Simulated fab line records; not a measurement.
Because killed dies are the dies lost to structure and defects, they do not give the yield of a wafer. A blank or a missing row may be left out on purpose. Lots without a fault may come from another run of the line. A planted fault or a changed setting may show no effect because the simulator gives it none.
fab line records	flow n5Finfet
[record] lots = 6	wafers = 17	lastDay = 19
route steps=1938 shown BEOL_M9@1406 PASSIVATION@1936
lots untouched by any fault: they come from a run of this same line in which no faults occurred
startH: the number of hours between the record's first day and the start of the first shown wafer of the lot	waitH: hours since the lot's step before	" unchanged from the row above	L1.1+2: one row covering several wafers at once	- no value present, or no start provided	* or withheld: withheld	< > ~ a bound
route shown NAME@n: NAME is a module with steps in the file, n the number in the route of the first one	usual: mean/standard deviation of fault-free wafers	same: alike in all rows	chamber/n: place in a boat	sites: the reading at each site	_std_site: standard deviation across them	_edge_site: mean of outer sites minus mean of inner sites	radiusMm: how far each site lies from the wafer's centre	mask NAME#n: copy n	behind: the last tool/chamber to shape the wafer	hold: what put the lot on hold/how long, in hours/how the hold closed	device: the transistor (n, p or np) that didn't switch	end of line: the route-end tests of the same wafers	a step without rows: its recipe alone	killed: the dies lost at the first sort to structure and to defects; this is not the yield of the wafer	map: a wafer's dies, x killed, . not, _ none there
set.NAME: the setting as run; set.NAME@STEP: as run at that earlier step	model.NAME: the simulator's own value behind a step, which no gauge read
certain route steps with their lots: each step a table, each wafer a row
services: from which hour (startH, from the record's first day; less than 0 if before it) a tool's chamber was out of use, for how many hours, and why
[[steps]]
[step N5_BEOL_M9_COAT_59]
[recipe] resist = SOC	tempC = 250	timeS = 60	spinRpm = 1500	resistThkNm = 100
[step N5_BEOL_M9_COAT_60]
[recipe] resist = SiARC	tempC = 220	timeS = 60	spinRpm = 1500	resistThkNm = 30
[step N5_BEOL_M9_COAT_05]
[recipe] resist = CAR-ArF	spinRpm = 1500	resistThkNm = 90
[step N5_BEOL_M9_EBR_07]
[recipe] solvent = PGMEA	ebrWidthMm = 1.5
[step N5_BEOL_M9_SOFTBAKE_06]
[recipe] tempC = 110	timeS = 60	resist = CAR-ArF
[step N5_BEOL_M9_EXPOSE_08]
[recipe] maskId = M9	na = 1.35	sourceShape = dipole	sigmaInner = 0.411	sigmaOuter = 0.611	polarization = te	doseMj = 53.75
[step N5_BEOL_M9_PEB_09]
[recipe] pebTempC = withheld	pebTimeS = 60	resist = CAR-ArF
[step N5_BEOL_M9_DEVELOP_10]
[recipe] developTimeS = 30	developer = TMAH	resist = CAR-ArF	rinseLiquid = diw	dry = airSpin	devTempC = 23
[step N5_BEOL_M9_CD_MEAS_11]
[recipe] targetCdNm = 64.1	landingEnergyEv = 500	detector = seInlens	polarity = opening
[usual] cdNm = 64.4/0.52
lot.wafer	tool	chamber	startH	waitH	cdNm
L297.1	cdSem-02	0	251.74	-	63.9
L297.3	"	0	"	"	64.3
L297.4	"	0	"	"	64.1
L305.1	cdSem-01	0	325.79	-	64.7
L305.4	"	0	"	"	65.6
L305.6	"	0	"	"	64.6
L306.2	cdSem-02	0	336.64	-	64.5
L306.5	"	0	"	"	64.2
L306.6	"	0	"	"	64.8
L308.1	cdSem-03	0	345.79	-	64.8
L308.5	"	0	"	"	64.4
L309.1	cdSem-01	0	356.97	-	63.6
L309.2	"	0	"	"	63.4
L309.3	"	0	"	"	64.7
L313.2	cdSem-02	0	383.92	-	64.9
L313.3	"	0	"	"	64.5
L313.4	"	0	"	"	64.5
[step N5_BEOL_M9_OVL_MEAS_12]
[recipe] pointsPerWafer = 44
[usual] M9_OVL = -0.1/0.8
lot.wafer	tool	chamber	startH	waitH	M9_OVL[nm]
L297.1	overlay-02	0	251.77	0.0	0.5
L297.3	"	0	"	"	-0.1
L297.4	"	0	"	"	0.2
L305.1	overlay-01	0	325.82	0.0	-1.3
L305.4	"	0	"	"	-1.0
L305.6	"	0	"	"	-0.9
L306.2	overlay-02	0	336.67	0.0	0.1
L306.5	"	0	"	"	0.3
L306.6	"	0	"	"	0.6
L308.1	overlay-01	0	345.82	0.0	0.2
L308.5	"	0	"	"	-0.3
L309.1	overlay-02	0	357.00	0.0	0.4
L309.2	"	0	"	"	0.1
L309.3	"	0	"	"	0.4
L313.2	overlay-02	0	383.95	0.0	0.0
L313.3	"	0	"	"	0.2
L313.4	"	0	"	"	-0.4
[step N5_BEOL_M9_INSPECT_13]
[recipe] mode = adi	inspectInstrument = brightfield
[usual] rawDefectCount = 427/92
lot.wafer	tool	chamber	startH	waitH	rawDefectCount
L297.1	defectInspect-01	-	251.79	0.0	476
L297.3	"	-	"	"	586
L297.4	"	-	"	"	472
L305.1	defectInspect-02	-	325.84	0.0	288
L305.4	"	-	"	"	380
L305.6	"	-	"	"	277
L306.2	defectInspect-02	-	336.69	0.0	375
L306.5	"	-	"	"	333
L306.6	"	-	"	"	632
L308.1	defectInspect-01	-	345.84	0.0	488
L308.5	"	-	"	"	371
L309.1	defectInspect-02	-	357.03	0.0	482
L309.2	"	-	"	"	392
L309.3	"	-	"	"	261
L313.2	defectInspect-02	-	383.97	0.0	317
L313.3	"	-	"	"	410
L313.4	"	-	"	"	350
[step N5_BEOL_M9_DESCUM_16]
[recipe] chemistry = O2	timeS = 7.9	sourcePowerW = 50	biasPowerW = 20	pressureMtorr = 20	rfFrequencyHz = 2.712e+07	tempC = 40	resist = CAR-ArF	o2FlowSccm = 225
[usual] drypumpMotorCurrentA = 5.6/0.39	oesProductAu = 0.76/0.075	rfVppV = 243.1/1.2	showerheadPlenumPTorr = 2.09/0.061	throttleValvePct = 20.43/0.21
[same] timeS = 7.9
lot.wafer	tool	chamber	startH	waitH	drypumpMotorCurrentA	oesProductAu	rfHoursCounterH	rfVppV	showerheadPlenumPTorr	throttleValvePct
L297.1	rieDiel-05	1	251.83	0.0	5.6	0.69	229	243.9	2.14	20.31
L297.3	"	0	"	"	5.3	0.82	99	241.4	2.03	20.11
L297.4	"	3	"	"	5.1	0.96	3	242.3	2.06	20.40
L305.1	rieDiel-05	1	325.88	0.0	5.6	0.67	250	243.8	2.14	20.35
L305.4	"	1	"	"	5.6	0.67	-	243.5	2.14	20.36
L305.6	"	0	"	"	5.2	0.80	-	241.5	2.02	20.13
L306.2	rieDiel-05	3	336.78	0.1	5.1	0.89	25	242.1	2.05	20.42
L306.5	"	3	"	"	5.1	0.90	-	243.3	2.05	20.42
L306.6	"	0	"	"	5.2	0.80	-	241.2	2.02	20.15
L308.1	rieDiel-02	1	345.99	0.1	5.6	0.80	95	240.7	2.01	20.45
L308.5	"	1	"	"	5.6	0.79	-	242.9	2.01	20.45
L309.1	rieDiel-06	0	357.41	0.4	5.1	0.76	162	240.9	2.00	20.71
L309.2	"	2	"	"	5.6	0.71	229	245.2	2.15	20.47
L309.3	"	3	"	"	5.6	0.68	235	245.0	2.16	20.71
L313.2	rieDiel-06	1	384.00	0.0	6.5	0.89	19	242.3	2.05	20.24
L313.3	"	0	"	"	5.2	0.74	170	241.6	2.00	20.71
L313.4	"	3	"	"	5.6	0.67	243	244.4	2.16	20.71
[step N5_BEOL_M9_ETCH_61]
[recipe] chemistry = CF4	target = SiARC	targetDepthA = 390	maskMaterial = CAR-ArF	timeS = 65	ionEnergyEv = 80	pressureMtorr = 40	sourceW = 545	biasW = 36	Ar_flow_sccm = 100	cf4FlowSccm = 100	ends = cleared
[usual] drypumpMotorCurrentA = 5.6/0.39	etchRfOnTimeS = 65.2/1.7	oesProductAu = 0.66/0.064	rfVppV = 184.0/1	showerheadPlenumPTorr = 2.14/0.058	throttleValvePct = 15.64/0.24
lot.wafer	tool	chamber	startH	waitH	drypumpMotorCurrentA	etchRfOnTimeS	oesProductAu	rfHoursCounterH	rfVppV	showerheadPlenumPTorr	throttleValvePct
L297.1	rieDiel-05	1	251.86	0.0	5.6	63.2	0.61	229	183.1	2.19	15.65
L297.3	"	0	"	"	5.2	64.3	0.70	99	182.4	2.08	15.34
L297.4	"	3	"	"	5.1	65.8	0.82	3	182.6	2.13	15.55
L305.1	rieDiel-05	1	325.91	0.0	5.6	62.5	0.60	250	184.5	2.19	15.68
L305.4	"	1	"	"	5.6	62.4	0.60	-	183.3	2.19	15.69
L305.6	"	0	"	"	5.2	76.1	0.63	-	183.8	2.08	15.38
L306.2	rieDiel-05	3	336.81	0.0	5.1	66.1	0.77	25	184.1	2.12	15.60
L306.5	"	3	"	"	5.1	66.5	0.77	-	183.2	2.12	15.62
L306.6	"	0	"	"	5.2	75.8	0.63	-	183.5	2.08	15.38
L308.1	rieDiel-02	1	346.03	0.0	5.7	68.3	0.66	95	182.7	2.08	15.76
L308.5	"	1	"	"	5.7	68.2	0.66	-	183.6	2.08	15.76
L309.1	rieDiel-06	0	357.45	0.0	5.1	66.0	0.64	163	183.6	2.06	15.91
L309.2	"	2	"	"	5.6	64.0	0.61	229	183.3	2.21	15.74
L309.3	"	3	"	"	5.7	68.2	0.58	235	185.2	2.20	15.88
L313.2	rieDiel-06	1	384.04	0.0	6.5	63.0	0.77	19	182.8	2.10	15.32
L313.3	"	0	"	"	5.2	66.2	0.62	170	181.3	2.06	15.94
L313.4	"	3	"	"	5.6	68.6	0.57	243	184.2	2.19	15.90
[step N5_BEOL_M9_ETCH_62]
[recipe] chemistry = N2/H2	target = SOC	targetDepthA = 1100	overetchA = 220	maskMaterial = SiARC	tempC = 40	timeS = 165	ionEnergyEv = 200	pressureMtorr = 30	sourceW = 840	biasW = 150	n2FlowSccm = 200	h2FlowSccm = 200
[usual] drypumpMotorCurrentA = 5.6/0.4	oesProductAu = 0.65/0.059	rfVppV = 523.8/2.2	showerheadPlenumPTorr = 2.54/0.074	throttleValvePct = 17.84/0.26
[same] timeS = 165
lot.wafer	tool	chamber	startH	waitH	drypumpMotorCurrentA	oesProductAu	rfHoursCounterH	rfVppV	showerheadPlenumPTorr	throttleValvePct
L297.1	rieDiel-05	1	251.91	0.0	5.6	0.60	229	524.7	2.62	17.81
L297.3	"	0	"	"	5.2	0.70	99	521.8	2.44	17.28
L297.4	"	3	"	"	5.1	0.81	3	522.7	2.48	17.73
L305.1	rieDiel-05	1	325.96	0.0	5.6	0.59	250	525.7	2.61	17.83
L305.4	"	1	"	"	5.6	0.59	-	524.3	2.61	17.83
L305.6	"	0	"	"	5.2	0.68	-	520.0	2.43	17.31
L306.2	rieDiel-05	3	336.86	0.0	5.1	0.77	25	520.9	2.48	17.77
L306.5	"	3	"	"	5.1	0.77	-	523.0	2.48	17.77
L306.6	"	0	"	"	5.2	0.67	-	520.9	2.43	17.32
L308.1	rieDiel-02	1	346.08	0.0	5.6	0.68	95	522.3	2.47	17.93
L308.5	"	1	"	"	5.7	0.67	-	522.0	2.47	17.94
L309.1	rieDiel-06	0	357.50	0.0	5.2	0.63	163	521.6	2.44	18.17
L309.2	"	2	"	"	5.6	0.61	229	527.3	2.61	18.03
L309.3	"	3	"	"	5.6	0.59	235	524.5	2.61	18.03
L313.2	rieDiel-06	1	384.09	0.0	6.5	0.75	19	523.6	2.51	17.73
L313.3	"	0	"	"	5.2	0.62	170	521.9	2.44	18.17
L313.4	"	3	"	"	5.6	0.59	243	526.0	2.60	18.05
[step N5_PASSIVATION_PROBE_49]
[usual] defectLimitedYield = 91.0/1.5	killed_at_M0_to_M3 = 35/11	killed_at_M4_up = 13/5	killedAtContacts = 12/5.9	killedAtFrontEnd = 42/13	killedAtOther = 3/3.2	killedDies = 106/18	killedOpen = 69/13	killedShort = 35/8.9	sort_bin_5_function = 5.2/0.95	sort_bin_6_memory = 3.3/0.71	sortNPass = 1074/18	sortYieldPct = 91.0/1.5
[same] grossDies = 1180	killedAtBackSide = 0	sort_bin_4_leakage[%] = 0	sort_bin_8_speed[%] = 0
lot.wafer	tool	chamber	startH	waitH	defectLimitedYield[%]	killed_at_M0_to_M3	killed_at_M4_up	killedAtContacts	killedAtFrontEnd	killedAtOther	killedDies	killedOpen	killedShort	sort_bin_5_function[%]	sort_bin_6_memory[%]	sortNPass	sortYieldPct[%]
L309.2	prober-01	-	425.33	0.1	94.1	20	12	6	29	3	70	41	25	3.6	1.9	1110	94.1
// killed by level:class
L309.2 FIN_SAQP:geometricParticle:short=7 BEOL_M2:geometricParticle:open=7 MOL_CONTACT_COAG:geometricParticle:open=6 STARTING-WAFER:geometricParticle:short=5 STI_FIN_REVEAL:geometricParticle:open=4 BEOL_M3:geometricParticle:open=4 BEOL_M4:geometricParticle:open=4 BEOL_M8:geometricParticle:open=4
[[services]]
tool	chamber	startH	hours	kind
rieDiel-02	-	257.56	0.3	repair
rieDiel-05	2	260.27	5.0	repair
rieDiel-02	0	271.01	5.8	repair
rieDiel-06	1	271.31	-	clean
rieDiel-06	1	271.31	-	consumableReplace:focusRing
rieDiel-06	1	271.31	32.9	scheduledDown
rieDiel-06	1	271.31	32.9	ventCycle
rieDiel-06	-	295.07	0.1	repair
rieDiel-05	3	319.91	10.7	repair
rieDiel-02	1	328.63	4.6	repair
rieDiel-05	1	330.59	-	clean
rieDiel-05	1	330.59	-	consumableReplace:focusRing
rieDiel-05	1	330.59	19.4	scheduledDown
rieDiel-05	1	330.59	19.4	ventCycle
rieDiel-02	0	358.37	6.8	repair
rieDiel-05	-	361.43	1.6	repair
rieDiel-02	-	370.37	2.8	pm
[[key]]
[firstSign] step = N5_BEOL_M9_ETCH_61	reading = etchRfOnTimeS	direction = up	sigmas = 6.3	usual = *	struck = *
effect none on later readings
metAt N5_BEOL_M9_ETCH_61
struckWafers L305.6,L306.6
onsetBetween 251.86 325.91
[fault] kind = processParameterDrift	tool = rieDiel-05	chamber = -	onsetH = 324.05	steps = N5_BEOL_M9_ETCH_61	channel = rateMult	offset = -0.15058	shape = step	endH = 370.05	scope = struckWafersOnly
